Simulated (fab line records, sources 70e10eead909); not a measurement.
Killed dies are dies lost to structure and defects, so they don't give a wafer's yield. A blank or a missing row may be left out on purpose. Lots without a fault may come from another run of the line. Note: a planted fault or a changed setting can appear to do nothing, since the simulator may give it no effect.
Chamber matching    flow nand-harc    NHARC_A_ZERO_WELL_DESCUM_12 on rie-diel-12 has 4 sister chambers
The step chemistry O2, time 3 s. 16 wafers are shown with their chamber, then 8 later ones without.

== WAFERS, EACH WITH ITS CHAMBER ==
wafer   chamber  showerhead-plenum-p-Torr (Torr)  drypump-motor-current-A (A)  rf-vpp-V (V)
L079.1  1        1.90                             5.9                          58.5
L079.2  2        1.80                             5.7                          58.3
L079.6  0        1.85                             4.9                          56.6
L080.1  3        2.00                             5.9                          58.3
L080.2  1        1.90                             6.0                          58.3
L080.3  2        1.80                             5.7                          57.4
L085.2  2        1.80                             5.7                          56.9
L085.3  3        1.99                             5.9                          58.9
L085.6  0        1.85                             4.9                          58.2
L087.1  3        1.99                             5.9                          57.7
L087.3  1        1.90                             5.9                          57.3
L087.4  2        1.80                             5.7                          56.8
L090.3  1        1.90                             5.9                          58.2
L090.4  0        1.85                             4.9                          56.6
L090.5  2        1.80                             5.7                          58.7
L091.1  3        1.99                             5.9                          59.1

SIGNATURES (averages over the wafers above)
reading                   chamber 0  chamber 1  chamber 2  chamber 3  scatter within a chamber
showerhead-plenum-p-Torr  1.8500     1.9000     1.8000     1.9925     0.0025
drypump-motor-current-A   4.900      5.925      5.700      5.900      0.025
rf-vpp-V                  57.133     58.075     57.620     58.500     0.743
Rule: a wafer's distance from a chamber is the root of the sum, over the readings, of the square of ((its reading less the chamber's mean) divided by the reading's scatter). If the next closest chamber is less than 2 further off than the closest, the wafer can't be placed; otherwise it belongs to the closest. How the scatter is found: for the shown wafers, subtract from each reading the mean of its chamber, square and add these, divide the total by (wafers less chambers), then take the root.

== WAFERS WITH NO CHAMBER GIVEN ==
wafer   showerhead-plenum-p-Torr (Torr)  drypump-motor-current-A (A)  rf-vpp-V (V)
L091.2  1.85                             5.0                          58.6
L091.6  1.99                             5.9                          58.0
L095.1  1.99                             5.9                          57.6
L095.3  1.79                             5.7                          56.5
L095.5  1.90                             5.9                          57.6
L096.1  1.89                             5.9                          57.5
L096.2  1.99                             5.9                          59.4
L096.4  1.79                             5.7                          56.4

== WHICH CHAMBER EACH WENT THROUGH ==
wafer   from the rows above  in truth
L091.2  0                    0
L091.6  3                    3
L095.1  3                    3
L095.3  2                    2
L095.5  1                    1
L096.1  1                    1
L096.2  3                    3
L096.4  2                    2
8 of 8 placed correctly. Not placeable from these rows: 0. 0 placed wrongly.
